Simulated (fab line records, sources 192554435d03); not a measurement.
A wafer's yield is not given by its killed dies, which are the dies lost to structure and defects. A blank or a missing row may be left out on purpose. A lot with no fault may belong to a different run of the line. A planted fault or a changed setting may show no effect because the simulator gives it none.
Split-lot experiment -- flow n5-finfet -- 7 lots, 21 wafers read, on a route of 1938 steps

== THE SPLIT ==
At N5_BEOL_M12_SPUTTER_44 (material Ta, target thk 10 nm, time 16.13 s), the setting time-s was moved away from the recipe's 16.13 s on 6 of the 21 wafers read, by -13.9% to +14.2%. All remaining wafers had this setting at the recipe value.

The reading comes from the split's own step.

== THE READING ==
Ta_of_BEOL_M12_SPUTTER_44.thk-nm (the simulator's own value, which no gauge read), in nm, at N5_BEOL_M12_SPUTTER_44 (material Ta, target thk 10 nm, time 16.13 s). There is no usual value for it anywhere in the file. The 15 wafers here that ran the recipe average 10.0 nm, standard deviation 0.15 nm.

wafer,"tool, chamber at the split","time-s as run, s",against the recipe,"Ta_of_BEOL_M12_SPUTTER_44.thk-nm, nm",against lot-mates on the recipe
L074.1,"pvd-sputter-02, -",16.13,recipe,10,-
L074.2,"pvd-sputter-02, -",16.13,recipe,9.6,-
L074.5,"pvd-sputter-02, -",14.48,-10.2%,9,-0.8
L078.1,"pvd-sputter-01, -",16.13,recipe,10,-
L078.3,"pvd-sputter-01, -",16.13,recipe,10,-
L078.4,"pvd-sputter-01, -",16.13,recipe,10,-
L079.1,"pvd-sputter-03, -",16.13,recipe,10,-
L079.2,"pvd-sputter-03, -",16.13,recipe,10,-
L079.6,"pvd-sputter-03, -",15.24,-5.5%,9.2,-0.8
L080.4,"pvd-sputter-01, -",18.13,+12.4%,11.2,+1.0
L080.5,"pvd-sputter-01, -",16.13,recipe,10.2,-
L080.6,"pvd-sputter-01, -",16.13,recipe,10.2,-
L084.2,"pvd-sputter-03, -",16.13,recipe,10,-
L084.3,"pvd-sputter-03, -",16.13,recipe,10,-
L084.4,"pvd-sputter-03, -",16.13,recipe,10,-
L089.2,"pvd-sputter-01, -",13.88,-13.9%,8.6,-1.2
L089.3,"pvd-sputter-01, -",13.88,-13.9%,8.4,-1.4
L089.4,"pvd-sputter-01, -",16.13,recipe,9.8,-
L091.1,"pvd-sputter-03, -",18.42,+14.2%,11.2,+1.4
L091.2,"pvd-sputter-03, -",16.13,recipe,9.8,-
L091.6,"pvd-sputter-03, -",16.13,recipe,9.8,-

THE FIT
A straight line over all 21 wafers: Ta_of_BEOL_M12_SPUTTER_44.thk-nm changes by +0.0993 nm for each +1% of time-s; r = +0.98; the points scatter about the line by 0.15 nm.
The same after taking each lot's own level away (the mean of its wafers on the recipe; 21 wafers): +0.092 nm for each +1%; r = +0.98; scatter 0.11 nm.
The reading moves by 1.3 nm for the largest change in time-s, on that fit.
Across the lots, their own levels run from 9.80 to 10.20 nm, a range of 2.7 times the standard deviation given above.
The two slopes are in agreement: the lot-to-lot level therefore moves the slope only a little.
Check: with one of the wafers moved furthest among these (+14.2%) left out of the fit, the line predicts +1.25 nm for it against its lot-mates. It came out at +1.4 nm against them.

== THESE WAFERS: OTHER SPLITS ==
Other splits were also applied to these wafers ahead of the reading. Each is held against what the fit with the lots' levels taken away leaves over:
other split on the same wafers,wafers away from the commonest value,r with Ta_of_BEOL_M12_SPUTTER_44.thk-nm (lot level and that fit taken away)
N5_BEOL_M8_EXPOSE_08 dose-mj,10,+0.33
N5_BEOL_M9_EXPOSE_08 dose-mj,10,-0.27
N5_BEOL_M11_COAT_05 spin-rpm,5,-0.18
N5_BEOL_M11_DESCUM_16 time-s,7,-0.11

== FILE'S OWN FIT ==
Ta_of_BEOL_M12_SPUTTER_44.thk-nm changes by +0.092 nm for each +1% of time-s, r = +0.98.
